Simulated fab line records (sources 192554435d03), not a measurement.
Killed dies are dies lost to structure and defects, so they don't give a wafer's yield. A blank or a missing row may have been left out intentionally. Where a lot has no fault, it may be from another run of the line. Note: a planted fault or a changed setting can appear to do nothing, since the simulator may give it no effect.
fab line records	flow n5-finfet
record: lots: 10	wafers: 28	last-day: 18
route steps=1938 shown MOL_CONTACT_COAG@560 BEOL_M4@1111 PASSIVATION@1936
lots with no fault: from the same line, run without faults
start-h: hours from the record's opening day to when the first of the lot's shown wafers began	wait-h: hours from the lot's prior step to this one	" repeats the value in the row above	L1.1+2: a single row standing in for several wafers	- value missing, or start not given	* or withheld: withheld	< > ~ a bound
route shown NAME@n: NAME is a module with steps in the file, n the number in the route of the first one	usual: average and standard deviation across the fault-free wafers	same: alike in all rows	chamber/n: place in a boat	sites: the reading at each site	_std_site: the standard deviation of these	_edge_site: mean of outer sites minus mean of inner sites	radius-mm: how far each site lies from the wafer's centre	mask NAME#n: copy n	behind: the last tool/chamber to shape the wafer	hold: cause of the lot's hold/its duration in hours/its outcome	device: which transistor (n, p or np) failed to switch	end of line: at the end of the route, the tests of the same wafers	a step with no rows: only its recipe	killed: at the first sort, the dies lost to defects and structure; wafer yield is something else	map: a wafer's dies, marking killed ones x, the rest . and places with no die _
set.NAME: setting as actually run; set.NAME@STEP: the setting as run at that earlier step	model.NAME: the simulator's own value behind a step, which no gauge read
one table for each step of the route and one row for each wafer, over a sample of lots
services: the hour from which a tool's chamber was out of use, counted from the record's first day as start-h (under 0 if before that day), plus the number of hours and why
== steps ==
step: N5_MOL_CONTACT_COAG_CMP_28
recipe: stop-on: SiNx	t-overpolish-s: 0.85	post-cmp-clean: alkaline-brush	down-force-psi: 4.15	platen-rpm: 51.8	pad-velocity-m-s: 1.0307	target-thk-nm: 14.522
usual: motor-current-A: 11.8/1.3	time-to-endpoint-s: 5.4/2.3
lot.wafer	tool	chamber	start-h	wait-h	motor-current-A	time-to-endpoint-s
L752.3	cmp-02	2	96.68	0.8	12.9	4.1
L752.4	"	3	"	"	9.6	3.7
L752.5	"	2	"	"	12.6	4.2
L754.4	cmp-03	0	106.62	0.8	11.9	6.0
L754.2	"	2	"	"	13.7	2.3
L754.5	"	1	"	"	13.3	7.1
L755.6	cmp-02	1	117.60	0.2	13.4	8.9
L755.5	"	2	"	"	12.1	8.1
L756.4	cmp-02	1	122.15	0.8	12.6	7.2
L756.2	"	3	"	"	9.0	7.2
L756.1	"	0	"	"	11.1	8.3
L763.4	cmp-01	2	164.49	0.9	12.5	7.2
L763.2	"	3	"	"	13.3	5.2
L763.5	"	1	"	"	10.8	5.6
L770.1	cmp-02	2	204.97	0.8	12.4	5.6
L770.4	"	0	"	"	10.5	4.8
L770.5	"	1	"	"	12.9	5.4
L771.3	cmp-01	3	216.98	0.8	12.6	1.9
L771.2	"	0	"	"	10.7	1.9
L773.1	cmp-01	2	231.27	0.8	11.8	6.1
L773.3	"	1	"	"	10.5	6.1
L773.5	"	3	"	"	13.6	1.7
L774.3	cmp-01	1	235.02	0.8	9.5	3.3
L774.1	"	2	"	"	12.2	5.1
L774.6	"	2	"	"	12.2	6.7
L775.3	cmp-01	3	237.87	0.9	13.3	2.3
L775.2	"	1	"	"	10.4	4.2
L775.5	"	3	"	"	13.4	3.0
step: N5_MOL_CONTACT_COAG_INSPECT_57
recipe: mode: adi	inspect-instrument: brightfield
usual: raw-defect-count: 196/59
lot.wafer	tool	chamber	start-h	wait-h	raw-defect-count
L752.3	defect-inspect-02	-	98.69	0.0	188
L752.4	"	-	"	"	155
L752.5	"	-	"	"	221
L754.2	defect-inspect-02	-	108.04	0.0	259
L754.4	"	-	"	"	252
L754.5	"	-	"	"	276
L755.5	defect-inspect-01	-	118.71	0.0	122
L755.6	"	-	"	"	137
L756.1	defect-inspect-01	-	123.56	0.1	219
L756.2	"	-	"	"	172
L756.4	"	-	"	"	213
L763.2	defect-inspect-01	-	165.68	0.0	147
L763.4	"	-	"	"	203
L763.5	"	-	"	"	209
L770.1	defect-inspect-01	-	206.53	0.1	161
L770.4	"	-	"	"	203
L770.5	"	-	"	"	127
L771.2	defect-inspect-01	-	218.73	0.0	166
L771.3	"	-	"	"	195
L773.1	defect-inspect-01	-	232.66	0.1	261
L773.3	"	-	"	"	248
L773.5	"	-	"	"	157
L774.1	defect-inspect-02	-	236.42	0.1	226
L774.3	"	-	"	"	278
L774.6	"	-	"	"	303
L775.2	defect-inspect-02	-	239.14	0.0	198
L775.3	"	-	"	"	130
L775.5	"	-	"	"	243
step: N5_MOL_CONTACT_COAG_ALD_131
recipe: material: SiO2	target-thk-a: 50	temp-c: 100	ald-precursor-family: BDEAS	ald-co-reactant: O2-plasma	pulse-time-s: 1	co-reactant-pulse-time-s: 1	purge-time-s: 2	co-reactant-purge-time-s: 2	ald-cycles: 35	pressure-torr: 2
usual: ald-cycles: 35/0	heater-power-w: 78/8.9	precursor-pulse-height-rel: 0.997/0.018
lot.wafer	tool	chamber	start-h	wait-h	ald-cycles	heater-power-w	precursor-pulse-height-rel
L752.3	ald-sin-03	3	98.86	0.1	35	72	0.984
L752.4	"	0	"	"	35	86	0.983
L752.5	"	3	"	"	35	70	1.013
L754.2	ald-sin-03	0	109.26	0.2	35	85	1.002
L754.4	"	1	"	"	35	84	0.975
L754.5	"	0	"	"	35	85	1.006
L755.5	ald-sin-04	3	118.95	0.1	35	66	1.002
L755.6	"	2	"	"	35	71	1.005
L756.1	ald-sin-04	0	124.02	0.3	35	65	1.023
L756.2	"	3	"	"	35	69	1.007
L756.4	"	1	"	"	35	80	0.996
L763.2	ald-sin-04	3	165.84	0.1	35	67	1.022
L763.4	"	0	"	"	35	66	0.990
L763.5	"	1	"	"	53	77	0.970
L770.1	ald-sin-02	1	206.91	0.1	35	76	1.014
L770.4	"	0	"	"	35	98	1.015
L770.5	"	1	"	"	35	78	0.999
L771.2	ald-sin-03	0	218.91	0.1	35	84	1.033
L771.3	"	3	"	"	35	72	1.005
L773.1	ald-sin-04	2	232.96	0.1	35	70	0.987
L773.3	"	0	"	"	35	65	0.982
L773.5	"	1	"	"	35	78	1.004
L774.1	ald-sin-02	3	236.59	0.1	35	91	1.022
L774.3	"	2	"	"	35	86	1.020
L774.6	"	3	"	"	35	88	1.026
L775.2	ald-sin-02	1	239.64	0.2	35	78	0.994
L775.3	"	0	"	"	35	99	0.990
L775.5	"	2	"	"	35	87	0.988
step: N5_MOL_CONTACT_COAG_ETCH_91
recipe: chemistry: N2/H2	target: SOC	target-depth-a: 600	overetch-a: 210	mask-material: SiARC	temp-c: 40	time-s: 101.2	ion-energy-ev: 200	pressure-mtorr: 30	source-w: 840	bias-w: 150	n2-flow-sccm: 200	h2-flow-sccm: 200
usual: chamber-pressure-mTorr: 29.999/0.029	drypump-motor-current-A: 5.6/0.47	oes-product-au: 0.65/0.065	rf-vpp-V: 524.3/2.5	showerhead-plenum-p-Torr: 2.55/0.079	throttle-valve-pct: 17.68/0.28
lot.wafer	tool	chamber	start-h	wait-h	chamber-pressure-mTorr	drypump-motor-current-A	oes-product-au	rf-hours-counter-h	rf-vpp-V	showerhead-plenum-p-Torr	throttle-valve-pct
L752.3	rie-diel-01	3	99.07	0.0	30.069	6.6	0.59	180	527.2	2.61	17.23
L752.4	"	0	"	"	29.981	5.2	0.61	190	527.9	2.62	17.88
L752.5	"	3	"	"	29.968	6.6	0.59	-	525.3	2.61	17.23
L754.2	rie-diel-05	2	109.54	0.0	30.017	5.1	0.62	159	528.2	2.64	17.73
L754.4	"	0	"	"	29.989	5.4	0.59	202	522.8	2.54	18.04
L754.5	"	2	"	"	29.960	5.1	0.62	-	527.5	2.64	17.73
L755.5	rie-diel-05	0	119.12	0.0	29.999	5.4	0.58	-	524.2	2.54	18.04
L755.6	"	3	"	"	30.011	5.2	0.74	-	521.6	2.50	17.57
L756.1	rie-diel-05	3	124.24	0.0	29.937	5.2	0.75	32	523.2	2.50	17.57
L756.2	"	1	"	"	30.005	5.3	0.72	66	527.8	2.67	17.34
L756.4	"	0	"	"	30.000	5.4	0.58	209	522.8	2.54	18.06
L763.2	rie-diel-05	3	166.06	0.0	30.028	5.2	0.73	42	522.3	2.49	17.60
L763.4	"	1	"	"	29.998	5.3	0.71	77	528.3	2.67	17.36
L763.5	"	3	"	"	30.001	5.2	0.72	-	523.2	2.49	17.63
L770.1	rie-diel-01	2	207.30	0.0	30.041	5.3	0.68	90	526.4	2.57	17.48
L770.4	"	3	"	"	30.056	6.6	0.57	218	527.6	2.59	17.29
L770.5	"	3	"	"	29.982	6.6	0.57	-	526.5	2.59	17.31
L771.2	rie-diel-01	3	219.15	0.0	29.986	6.6	0.56	220	525.8	2.59	17.32
L771.3	"	1	"	"	29.975	6.1	0.59	218	520.7	2.42	18.15
L773.1	rie-diel-06	1	233.17	0.0	30.020	5.5	0.76	27	523.0	2.50	17.64
L773.3	"	0	"	"	29.922	5.5	0.62	168	521.4	2.42	17.89
L773.5	"	2	"	"	30.013	5.9	0.70	-	521.7	2.44	17.55
L774.1	rie-diel-01	1	236.81	0.0	29.983	6.0	0.59	224	519.1	2.42	18.17
L774.3	"	0	"	"	29.962	5.2	0.59	238	525.6	2.59	17.97
L774.6	"	2	"	"	30.017	5.3	0.67	-	524.5	2.56	17.50
L775.2	rie-diel-05	3	239.86	0.0	30.032	5.2	0.70	68	522.2	2.48	17.64
L775.3	"	2	"	"	30.043	5.1	0.60	200	526.1	2.62	17.79
L775.5	"	3	"	"	30.019	5.2	0.70	-	523.6	2.48	17.64
step: N5_BEOL_M4_RC_MEAS_101
usual: DIBL_N: 36.7/2.6	DIBL_P: 36.9/2.8	IOFF_N: 0.17/0.043	IOFF_P: 0.22/0.05	ION_N: 678/15	ION_P: 465/9.2	SS_N: 71.6/0.79	SS_P: 73.5/0.82	VT_N: 250/3.9	VT_P: -250/3.7
lot.wafer	tool	chamber	start-h	wait-h	DIBL_N[mV/V]	DIBL_P[mV/V]	IOFF_N[nA/um]	IOFF_P[nA/um]	ION_N[uA/um]	ION_P[uA/um]	SS_N[mV/dec]	SS_P[mV/dec]	VT_N[mV]	VT_P[mV]
L752.3	prober-01	0	176.98	0.3	34.5	35.8	0.14	0.18	677	468	71.0	73.3	251	-254
L752.4	"	0	"	"	37.9	39.5	0.19	0.24	684	463	72.8	74.0	251	-250
L752.5	"	0	"	"	41.6	44.6	0.29	0.33	692	466	73.9	74.8	246	-247
L754.2	prober-02	0	191.70	0.2	36.1	37.0	0.16	0.18	697	466	71.5	73.2	248	-254
L754.4	"	0	"	"	35.9	36.4	0.14	0.17	662	446	71.6	73.2	254	-255
L754.5	"	0	"	"	37.1	37.0	0.16	0.17	690	459	71.8	74.1	251	-257
L756.1	prober-01	0	197.44	0.0	35.0	34.6	0.14	0.17	680	466	70.4	72.9	250	-253
L756.2	"	0	"	"	36.3	36.8	0.15	0.19	682	467	71.4	72.9	250	-254
L756.4	"	0	"	"	37.1	37.3	0.18	0.20	694	468	71.7	72.9	247	-253
L755.5	prober-02	0	203.68	0.6	38.1	38.5	0.20	0.25	699	474	71.1	74.4	247	-246
L755.6	"	0	"	"	42.1	42.8	0.29	0.36	692	471	72.5	75.2	242	-243
L763.2	prober-02	0	251.40	0.2	39.8	40.8	0.22	0.34	677	473	71.9	74.7	248	-245
L763.4	"	0	"	"	36.6	36.0	0.17	0.24	690	480	70.8	73.9	248	-247
L770.1	prober-01	0	292.09	0.0	36.0	36.6	0.15	0.22	670	467	71.3	73.3	248	-248
L770.4	"	0	"	"	36.9	37.5	0.18	0.25	671	460	71.8	74.7	247	-247
L770.5	"	0	"	"	35.1	34.9	0.14	0.19	660	451	71.2	73.2	249	-253
L771.2	prober-02	0	300.57	0.2	33.9	34.0	0.12	0.17	663	449	71.5	72.6	252	-251
L771.3	"	0	"	"	32.4	32.2	0.11	0.16	675	465	70.7	71.9	252	-254
L775.2	prober-02	0	309.73	0.2	36.5	37.1	0.14	0.20	683	469	71.2	73.3	255	-253
L775.3	"	0	"	"	39.4	40.4	0.18	0.25	673	464	71.8	74.1	252	-251
L775.5	"	0	"	"	36.1	36.5	0.13	0.18	667	456	71.5	72.9	253	-253
L774.1	prober-01	0	312.65	0.0	31.9	32.4	0.11	0.16	661	461	70.0	73.0	254	-252
L774.3	"	0	"	"	35.5	36.8	0.16	0.20	670	451	71.8	73.0	248	-249
L774.6	"	0	"	"	32.5	32.3	0.11	0.15	652	453	70.7	71.9	254	-255
L773.1	prober-01	0	334.76	0.0	36.3	36.2	0.13	0.19	660	460	71.8	73.1	254	-255
L773.3	"	0	"	"	38.8	39.3	0.18	0.23	690	476	71.4	73.8	248	-250
L773.5	"	0	"	"	40.2	40.5	0.20	0.26	685	469	72.3	73.9	248	-250
step: N5_PASSIVATION_PROBE_49
usual: defect-limited-yield: 91.0/1.4	killed_at_M0_to_M3: 36/9.6	killed_at_M4_up: 14/6.1	killed-at-contacts: 13/6.6	killed-at-front-end: 40/11	killed-at-other: 3.2/2.9	killed-dies: 106/17	killed-on-rim: 14/3.9	killed-open: 71/12	killed-short: 33/7.3	sort_bin_4_leakage: 0.02/0.11	sort_bin_5_function: 5.3/1	sort_bin_6_memory: 3.4/0.68	sort-n-pass: 1073/19	sort-yield-pct: 91.0/1.6
same: gross-dies: 1180	killed-at-back-side: 0	sort_bin_8_speed[%]: 0
lot.wafer	tool	chamber	start-h	wait-h	defect-limited-yield[%]	killed_at_M0_to_M3	killed_at_M4_up	killed-at-contacts	killed-at-front-end	killed-at-other	killed-dies	killed-on-rim	killed-open	killed-short	sort_bin_4_leakage[%]	sort_bin_5_function[%]	sort_bin_6_memory[%]	sort-n-pass	sort-yield-pct[%]
L763.2	prober-02	-	357.74	0.4	91.8	40	4	7	32	14	97	15	64	33	0	5.2	2.9	1083	91.8
L763.4	prober-02	-	357.84	0.5	88.6	47	4	11	54	18	134	13	84	46	0	6.4	4.7	1046	88.6
L763.5	prober-02	-	357.89	0.6	0	27	8	1104	36	5	1180	152	68	32	0	96.0	3.8	0	0
killed by level:class
L763.2 BEOL_M3:geometric-particle:open=9 FIN_SAQP:geometric-particle:short=8 BEOL_M0_SAQP:geometric-particle:open=8 BEOL_M2:geometric-particle:open=8 STI_FIN_REVEAL:geometric-particle:open=6 MOL_CONTACT_COAG:geometric-particle:open=6 GATE_CUT:geometric-particle:short=5 BEOL_M0_SAQP:geometric-particle:short=5
L763.4 STI_FIN_REVEAL:geometric-particle:open=20 BEOL_M1:geometric-particle:open=10 MOL_CONTACT_COAG:geometric-particle:open=9 BEOL_M2:geometric-particle:open=8 BEOL_M3:geometric-particle:open=8 MIM_BOT:geometric-particle:short=7 BEOL_M0_SAQP:geometric-particle:short=5 GATE_CUT:geometric-particle:open=5
L763.5 MOL_CONTACT_COAG:area-ald=1080 MOL_CONTACT_COAG:geometric-particle:open=18 BEOL_M0_SAQP:geometric-particle:short=9 BEOL_M3:geometric-particle:open=8 FIN_SAQP:geometric-particle:open=7 MOL_CONTACT_COAG:geometric-particle:short=6 STI_FIN_REVEAL:geometric-particle:open=4 DUMMY_GATE:geometric-particle:open=4
== services ==
tool	chamber	start-h	hours	kind
rie-diel-05	1	74.67	4.5	repair
ald-sin-03	1	75.90	1.4	repair
cmp-03	-	77.98	0.9	repair
ald-sin-04	-	85.25	14.0	pm
ald-sin-03	0	95.21	2.7	repair
rie-diel-06	-	104.20	14.6	pm
cmp-03	-	113.30	3.5	pm
rie-diel-01	0	116.87	1.2	repair
cmp-01	-	117.16	2.3	repair
cmp-01	-	135.57	5.0	pm
cmp-02	-	140.53	4.1	pm
ald-sin-03	3	143.82	2.7	repair
ald-sin-02	-	176.78	14.0	pm
ald-sin-04	3	178.63	5.6	repair
cmp-01	-	182.47	3.7	repair
cmp-03	-	203.28	10.6	pm
cmp-02	-	209.96	6.6	pm
cmp-01	-	210.77	4.0	pm
cmp-01	-	214.77	-	consumable-replace:conditioner
cmp-01	-	214.77	-	consumable-replace:pad
rie-diel-01	2	225.67	2.5	repair
rie-diel-01	0	230.15	3.8	repair
cmp-03	-	231.85	4.0	pm
cmp-03	-	235.85	9.1	pm
== key ==
first-sign: step: N5_MOL_CONTACT_COAG_ALD_131	reading: ald-cycles	direction: up	sigmas: 99+	usual: *	struck: *
effect: step: N5_PASSIVATION_PROBE_49	reading: killed-at-contacts	direction: up	sigmas: 99+	usual: 13	struck: 1104
more-kills-born-at: N5_MOL_CONTACT_COAG_ALD_131@ald-sin-04: 1080
met-at N5_MOL_CONTACT_COAG_ALD_131
struck-lots L763
struck-wafers L763.5
later-rows-left-out L763.5
not-acting-at N5_MOL_CONTACT_COAG_CMP_28,N5_MOL_CONTACT_COAG_INSPECT_57,N5_MOL_CONTACT_COAG_ETCH_91
onset-between 124.02 165.84
fault: kind: process-parameter-drift	tool: ald-sin-04	chamber: 1	onset-h: 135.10	steps: N5_MOL_CONTACT_COAG_ALD_131	channel: ald-cycles	offset: *	shape: step	end-h: 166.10	acts-in: *	stated: *
later-rows-left-out: the simulator's readings of these wafers behind a module that went badly wrong aren't trusted and aren't shown, but for the sort
